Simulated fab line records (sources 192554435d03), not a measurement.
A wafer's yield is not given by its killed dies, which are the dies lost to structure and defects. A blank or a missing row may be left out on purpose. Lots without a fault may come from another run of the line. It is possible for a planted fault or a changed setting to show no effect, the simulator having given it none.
Matching of chambers / flow n5 finfet / 4 sister chambers for N5_BEOL_M7_ETCH_66 on rie diel-01
The step etches SOC in N2/H2, target depth 80 nm, overetch 16 nm, time 120 s. 16 wafers are shown with their chamber, then 8 later ones without.

WAFERS, EACH WITH ITS CHAMBER
wafer=L076.1; chamber=2; drypump motor current A (A)=5.4; showerhead plenum p Torr (Torr)=2.48; throttle valve pct (%)=17.68
wafer=L076.3; chamber=3; drypump motor current A (A)=5.2; showerhead plenum p Torr (Torr)=2.57; throttle valve pct (%)=17.93
wafer=L076.4; chamber=1; drypump motor current A (A)=5.5; showerhead plenum p Torr (Torr)=2.58; throttle valve pct (%)=17.45
wafer=L077.2; chamber=2; drypump motor current A (A)=5.3; showerhead plenum p Torr (Torr)=2.48; throttle valve pct (%)=17.70
wafer=L077.3; chamber=3; drypump motor current A (A)=5.2; showerhead plenum p Torr (Torr)=2.57; throttle valve pct (%)=17.94
wafer=L077.6; chamber=0; drypump motor current A (A)=6.8; showerhead plenum p Torr (Torr)=2.71; throttle valve pct (%)=17.82
wafer=L080.1; chamber=3; drypump motor current A (A)=5.2; showerhead plenum p Torr (Torr)=2.57; throttle valve pct (%)=17.96
wafer=L080.2; chamber=1; drypump motor current A (A)=5.5; showerhead plenum p Torr (Torr)=2.58; throttle valve pct (%)=17.45
wafer=L080.6; chamber=0; drypump motor current A (A)=6.8; showerhead plenum p Torr (Torr)=2.70; throttle valve pct (%)=17.83
wafer=L091.1; chamber=1; drypump motor current A (A)=5.5; showerhead plenum p Torr (Torr)=2.57; throttle valve pct (%)=17.49
wafer=L091.2; chamber=0; drypump motor current A (A)=6.7; showerhead plenum p Torr (Torr)=2.70; throttle valve pct (%)=17.86
wafer=L091.4; chamber=3; drypump motor current A (A)=5.2; showerhead plenum p Torr (Torr)=2.56; throttle valve pct (%)=17.99
wafer=L093.1; chamber=0; drypump motor current A (A)=6.7; showerhead plenum p Torr (Torr)=2.69; throttle valve pct (%)=17.85
wafer=L093.2; chamber=1; drypump motor current A (A)=5.5; showerhead plenum p Torr (Torr)=2.57; throttle valve pct (%)=17.49
wafer=L093.3; chamber=3; drypump motor current A (A)=5.2; showerhead plenum p Torr (Torr)=2.56; throttle valve pct (%)=17.99
wafer=L093.4; chamber=2; drypump motor current A (A)=5.3; showerhead plenum p Torr (Torr)=2.47; throttle valve pct (%)=17.73

SIGNATURES (averages over the wafers above)
reading=drypump motor current A; chamber 0=6.750; chamber 1=5.500; chamber 2=5.333; chamber 3=5.200; scatter within a chamber=0.0373
reading=showerhead plenum p Torr; chamber 0=2.7000; chamber 1=2.5750; chamber 2=2.4767; chamber 3=2.5660; scatter within a chamber=0.00637
reading=throttle valve pct; chamber 0=17.8400; chamber 1=17.4700; chamber 2=17.7033; chamber 3=17.9620; scatter within a chamber=0.0241
Rule: for a wafer and a chamber, the distance is found by dividing, reading by reading, the gap between the wafer's reading and the chamber's mean by the reading's scatter, squaring, summing and taking the root. The wafer belongs to the nearest chamber; if the next one is less than 2 further off, it can't be placed. How the scatter is found: for the shown wafers, subtract from each reading the mean of its chamber, square and add these, divide the total by (wafers less chambers), then take the root.

WAFERS WITH NO CHAMBER GIVEN
wafer=L093.5; drypump motor current A (A)=5.2; showerhead plenum p Torr (Torr)=2.56; throttle valve pct (%)=17.98
wafer=L093.6; drypump motor current A (A)=5.3; showerhead plenum p Torr (Torr)=2.47; throttle valve pct (%)=17.76
wafer=L092.2; drypump motor current A (A)=6.8; showerhead plenum p Torr (Torr)=2.69; throttle valve pct (%)=17.86
wafer=L092.3; drypump motor current A (A)=5.3; showerhead plenum p Torr (Torr)=2.47; throttle valve pct (%)=17.74
wafer=L092.4; drypump motor current A (A)=5.2; showerhead plenum p Torr (Torr)=2.56; throttle valve pct (%)=18.00
wafer=L094.2; drypump motor current A (A)=5.3; showerhead plenum p Torr (Torr)=2.47; throttle valve pct (%)=17.74
wafer=L094.3; drypump motor current A (A)=5.2; showerhead plenum p Torr (Torr)=2.56; throttle valve pct (%)=18.01
wafer=L094.5; drypump motor current A (A)=5.3; showerhead plenum p Torr (Torr)=2.47; throttle valve pct (%)=17.75

WHICH CHAMBER EACH ONE RAN IN
wafer=L093.5; from the rows above=3; in truth=3
wafer=L093.6; from the rows above=2; in truth=2
wafer=L092.2; from the rows above=0; in truth=0
wafer=L092.3; from the rows above=2; in truth=2
wafer=L092.4; from the rows above=3; in truth=3
wafer=L094.2; from the rows above=2; in truth=2
wafer=L094.3; from the rows above=3; in truth=3
wafer=L094.5; from the rows above=2; in truth=2
8 of 8 placed correctly. Left unplaced by these rows: 0. 0 placed wrongly.
